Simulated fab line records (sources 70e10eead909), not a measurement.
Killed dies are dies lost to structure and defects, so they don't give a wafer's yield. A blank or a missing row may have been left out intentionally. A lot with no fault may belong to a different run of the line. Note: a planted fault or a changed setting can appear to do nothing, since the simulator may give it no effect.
Struck lot and sound lot, side by side -- flow nandHarc -- 14 out of 1159 route steps
Sound: wafers L658.3, L658.4, L658.5. Struck: wafer L672.5 (L672.2, L672.6, from the same lot, were not struck and are left out); the cause is given at the end.
Each step with rows lists, per side, the tool, then ch with its chambers, then its first start. Under that, the readings that differ: sound wafers -- struck wafers -- difference of the means -- sigmas: that difference in standard deviations of wafers without a fault.
alike: words and numbers the same on both sides, and readings whose means are apart by under 2 such deviations; not compared: readings that were withheld, readings missing a value for some wafer, numbers with overlapping values and no deviation given by the record, and bounds like >300 which may hide the same value.
A row with sigmas, a row that says differs or no value, or rows on one side alone: a step with any of these is where the two part. Non-overlapping numbers with no deviation appear without sigmas and do not part them. Lack of a reading on every wafer of one side parts them only where that side has two or more wafers.

first, 10 steps without rows for these wafers: NHARC_A_STAIRCASE_SRD_174; NHARC_A_STAIRCASE_DEHYDRATE_01 (time 120 s); NHARC_A_STAIRCASE_HMDS_02 (time 30 s); NHARC_A_STAIRCASE_COAT_03; NHARC_A_STAIRCASE_SOFTBAKE_04 (time 170 s); NHARC_A_STAIRCASE_EBR_05; NHARC_A_STAIRCASE_EXPOSE_06 (exposes mask STAIR); NHARC_A_STAIRCASE_PEB_07 (peb time 130 s); NHARC_A_STAIRCASE_DEVELOP_08 (time 140 s); NHARC_A_STAIRCASE_HARDBAKE_10 (time 140 s).
NHARC_A_STAIRCASE_DESCUM_11: chemistry O2, time 3 s.
  sound on rieDiel-01 ch 1,3, day 11 08:09; struck on rieDiel-13 ch 1, day 14 14:58
  alike: drypumpMotorCurrentA, oesProductAu, rfVppV, showerheadPlenumPTorr, throttleValvePct
  not compared: rfHoursCounterH
NHARC_A_STAIRCASE_TRIM_12: chemistry O2, time 211.2 s.
  sound on rieDiel-01 ch 0,1,3, day 11 08:14; struck on rieDiel-13 ch 0, day 14 15:01
reading,sound,struck,difference,sigmas
drypumpMotorCurrentA (A),5.9 5.4 6.1,6.7,+0.9,+2
oesProductAu (a.u.),0.988 1.003 1.003,1.025,+0.027,+2
runLengthS (s),232.3 232.6 231.5,157.1,-75.0,-99 or more
showerheadPlenumPTorr (Torr),3.34 3.60 3.59,3.77,+0.26,+2
  alike: rfVppV, throttleValvePct
  not compared: rfHoursCounterH
NHARC_A_STAIRCASE_ETCH_13: etches the open film in C4F8/O2, target depth 100 nm, time 40.5 s.
  sound on rieDiel-01 ch 0,1; struck on rieDiel-13 ch 3
  alike: oesProductAu, rfVppV
  not compared: rfHoursCounterH
-- record jumps: 9 days between struck wafers' starts before vs after; left off in module A_STAIRCASE, resumes in module END, first step shown is number 1159 of the route --
NHARC_END_SORT_01:
  the record has rows for the struck wafers here (prober-01 ch 0, day 23 06:31) and none for the sound ones

== WHERE THEY PART ==
Last at NHARC_END_SORT_01 as far as this record goes, first at NHARC_A_STAIRCASE_TRIM_12.

WHY: what the simulator had put in
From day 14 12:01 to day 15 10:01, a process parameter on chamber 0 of rieDiel-13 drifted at NHARC_A_STAIRCASE_TRIM_12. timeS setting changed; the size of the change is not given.
